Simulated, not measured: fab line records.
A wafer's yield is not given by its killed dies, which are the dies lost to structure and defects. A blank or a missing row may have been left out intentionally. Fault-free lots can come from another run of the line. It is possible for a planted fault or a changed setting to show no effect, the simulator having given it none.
Chamber matching :: flow n5Finfet :: aldSin-04 running N5_FIN_SAQP_SPACER1_ALD_24: 4 sister chambers
The step deposits SiO2, target thk 20.3 nm, pulse time 1 s, purge time 2 s. 8 wafers are shown with their chamber, then 8 later ones without.

== WAFERS PAIRED WITH THEIR CHAMBERS ==
wafer: L075.3
chamber: 2
heaterPowerW (W): 445
precursorPulseHeightRel: 1.025

wafer: L080.4
chamber: 1
heaterPowerW (W): 415
precursorPulseHeightRel: 0.958

wafer: L080.6
chamber: 1
heaterPowerW (W): 408
precursorPulseHeightRel: 1.026

wafer: L082.2
chamber: 2
heaterPowerW (W): 463
precursorPulseHeightRel: 0.979

wafer: L083.1
chamber: 3
heaterPowerW (W): 514
precursorPulseHeightRel: 0.994

wafer: L083.4
chamber: 0
heaterPowerW (W): 433
precursorPulseHeightRel: 1.020

wafer: L083.5
chamber: 0
heaterPowerW (W): 438
precursorPulseHeightRel: 0.991

wafer: L084.2
chamber: 3
heaterPowerW (W): 514
precursorPulseHeightRel: 1.032

== WAFERS WHOSE CHAMBER IS MISSING ==
wafer: L084.4
heaterPowerW (W): 415
precursorPulseHeightRel: 0.979

wafer: L084.6
heaterPowerW (W): 442
precursorPulseHeightRel: 1.008

wafer: L094.1
heaterPowerW (W): 402
precursorPulseHeightRel: 1.024

wafer: L094.2
heaterPowerW (W): 440
precursorPulseHeightRel: 0.997

wafer: L094.3
heaterPowerW (W): 445
precursorPulseHeightRel: 0.984

wafer: L096.3
heaterPowerW (W): 458
precursorPulseHeightRel: 0.979

wafer: L096.4
heaterPowerW (W): 407
precursorPulseHeightRel: 1.006

wafer: L096.5
heaterPowerW (W): 418
precursorPulseHeightRel: 1.007

== WHICH CHAMBER EACH ONE RAN IN ==
wafer: L084.4
from the rows above: 1
in truth: 1

wafer: L084.6
from the rows above: can't be placed: 0 or 2
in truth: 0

wafer: L094.1
from the rows above: 1
in truth: 1

wafer: L094.2
from the rows above: can't be placed: 0 or 2
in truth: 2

wafer: L094.3
from the rows above: can't be placed: 2 or 0
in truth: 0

wafer: L096.3
from the rows above: 2
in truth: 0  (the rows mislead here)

wafer: L096.4
from the rows above: 1
in truth: 1

wafer: L096.5
from the rows above: can't be placed: 1 or 0
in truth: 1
3 of 8 placed correctly. Cannot be placed on the basis of these rows: 4; the candidates contain the true chamber in 4. 1 placed wrongly.
How it was worked out, from the rows above alone: a wafer's distance from a chamber is the root of the sum, over the readings, of the square of ((its reading less the chamber's mean) divided by the reading's scatter). The wafer belongs to the nearest chamber; if the next one is less than 2 further off, it can't be placed. A chamber's mean is the mean of its shown wafers. The scatter: the root of (the sum of the squares of (reading less its chamber's mean) over the shown wafers, divided by (wafers less chambers)).
